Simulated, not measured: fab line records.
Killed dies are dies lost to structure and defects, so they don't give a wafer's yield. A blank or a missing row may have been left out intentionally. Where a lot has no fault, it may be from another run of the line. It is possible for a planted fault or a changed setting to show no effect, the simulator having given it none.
Struck lot and sound lot, side by side :: flow nand-harc :: 15 steps out of a route of 1302
Sound: the wafers L348.3, L348.4, L348.6. Struck: wafer L357.4. (L357.1, L357.2 of the same lot were not struck and are left out.) The cause comes at the end.
Per side, at each step with rows, come the tool, then ch with its chambers, and then its first start. Under that, the readings that differ: sound wafers :: struck wafers :: difference of the means :: sigmas: that difference in standard deviations of wafers without a fault.
alike: same words and numbers on both sides, and readings whose means sit less than 2 such deviations apart. not compared: any withheld reading, any reading some wafer has no value for, any bound like >300 that may hide the same value, and any number with overlapping values for which the record gives no deviation.
A row with sigmas, a row that says differs or no value, or rows on one side alone: a step with any of these is where the two part. Numbers that have no deviation but don't overlap get no sigmas and don't part them. A reading that every wafer of one side lacks parts them only if that side has two wafers or more.

first, 4 steps without rows for these wafers: NHARC_P_M2_EBR_05; NHARC_P_M2_EXPOSE_06 (exposes mask P M2, target cd 170 nm); NHARC_P_M2_PEB_07 (peb time 65 s); NHARC_P_M2_DEVELOP_08 (develop time 35 s).
NHARC_P_M2_CD_MEAS_09 targets a cd of 170 nm.
  sound on cd-sem-02 ch 0, day 9 09:20; struck on cd-sem-03 ch 0, day 12 11:50
reading: cd-nm (nm)
sound: 171.2 170.6 171.5
struck: 169.5
difference: -1.6
sigmas: -2
NHARC_P_M2_OVL_MEAS_10: pitch 340 nm.
  sound on overlay-01, day 9 09:26; struck on overlay-02, day 12 11:56
  alike: overlay-x-nm, overlay-y-nm
NHARC_P_M2_INSPECT_11:
  sound on defect-inspect-02, day 9 09:28; struck on defect-inspect-01, day 12 11:58
  alike: raw-defect-count
NHARC_P_M2_DESCUM_14: chemistry O2, time 3 s.
  sound on rie-diel-04 ch 0,3, day 9 09:31; struck on rie-diel-09 ch 0, day 12 12:02
  alike: chamber-pressure-mTorr, drypump-motor-current-A, oes-product-au, rf-vpp-V, showerhead-plenum-p-Torr, throttle-valve-pct
  not compared: rf-hours-counter-h
NHARC_P_M2_ETCH_35: etches the open film in N2/H2, target depth 40 nm, overetch 12 nm, time 43.94 s.
  sound on rie-diel-04 ch 0,2,3, day 9 09:37; struck on rie-diel-09 ch 0, day 12 12:07
  alike: chamber-pressure-mTorr, drypump-motor-current-A, oes-product-au, rf-vpp-V, showerhead-plenum-p-Torr, throttle-valve-pct
  not compared: rf-hours-counter-h
NHARC_P_M2_ETCH_15: etches the open film in C4F8/Ar, target depth 182.5 nm, time 91.2 s.
  sound: rie-diel-04 ch 0,3; struck: rie-diel-09 ch 0
  alike: chamber-pressure-mTorr, oes-product-au, rf-vpp-V
  not compared: rf-hours-counter-h
NHARC_P_M2_CD_MEAS_16:
  sound on cd-sem-01, day 9 09:50; struck on cd-sem-02, day 12 12:20
  alike: cd-nm
NHARC_P_M2_STRIP_18: strips in N2/H2.
  sound on rie-diel-09 ch 1,2,3, day 9 09:57; struck on rie-diel-09 ch 1, day 12 12:25
  alike: chamber-pressure-mTorr, drypump-motor-current-A, oes-product-au, power-w, rf-vpp-V, showerhead-plenum-p-Torr, throttle-valve-pct
  not compared: rf-hours-counter-h
NHARC_P_M2_ETCH_28: etches the open film in CF4/N2, target depth 30 nm, time 72.99 s.
  sound on rie-diel-09 ch 0,2,3, day 9 10:08; struck on rie-diel-09 ch 3, day 12 12:40
reading: oes-product-au (a.u.)
sound: 0.985 0.990 0.986
struck: 0.862
difference: -0.125
sigmas: -10
  alike: chamber-pressure-mTorr, drypump-motor-current-A, rf-vpp-V, showerhead-plenum-p-Torr, throttle-valve-pct
  not compared: rf-hours-counter-h
then, 1 step without rows for these wafers: NHARC_P_M2_STRIP_19 (strips in post etch residue remover, time 600 s).
-- the record jumps here: 18 days lie between the struck wafers' starts before and after (it left off in module P_M2 and takes up again in module END, whose first step shown is number 1302 of the route) --
NHARC_END_SORT_01:
  sound on prober-01 ch 0, day 27 07:58; struck on prober-01 ch 0, day 30 04:29
reading: killed-open
sound: 6 4 6
struck: 1
difference: -4
sigmas: -3

reading: sort-rim-yield-pct (%)
sound: 97 90 90
struck: 82
difference: -10
sigmas: -3
  alike: defect-limited-yield, killed-at-array, killed-at-other, killed-at-periphery, killed-dies, killed-short, sort_bin_2_pct, sort_bin_3_pct, sort_bin_4_pct, sort-n-pass, sort-yield-pct

== WHERE THEY PART ==
Last at NHARC_END_SORT_01 as far as this record goes, first at NHARC_P_M2_CD_MEAS_09.

WHY: what the simulator had put in
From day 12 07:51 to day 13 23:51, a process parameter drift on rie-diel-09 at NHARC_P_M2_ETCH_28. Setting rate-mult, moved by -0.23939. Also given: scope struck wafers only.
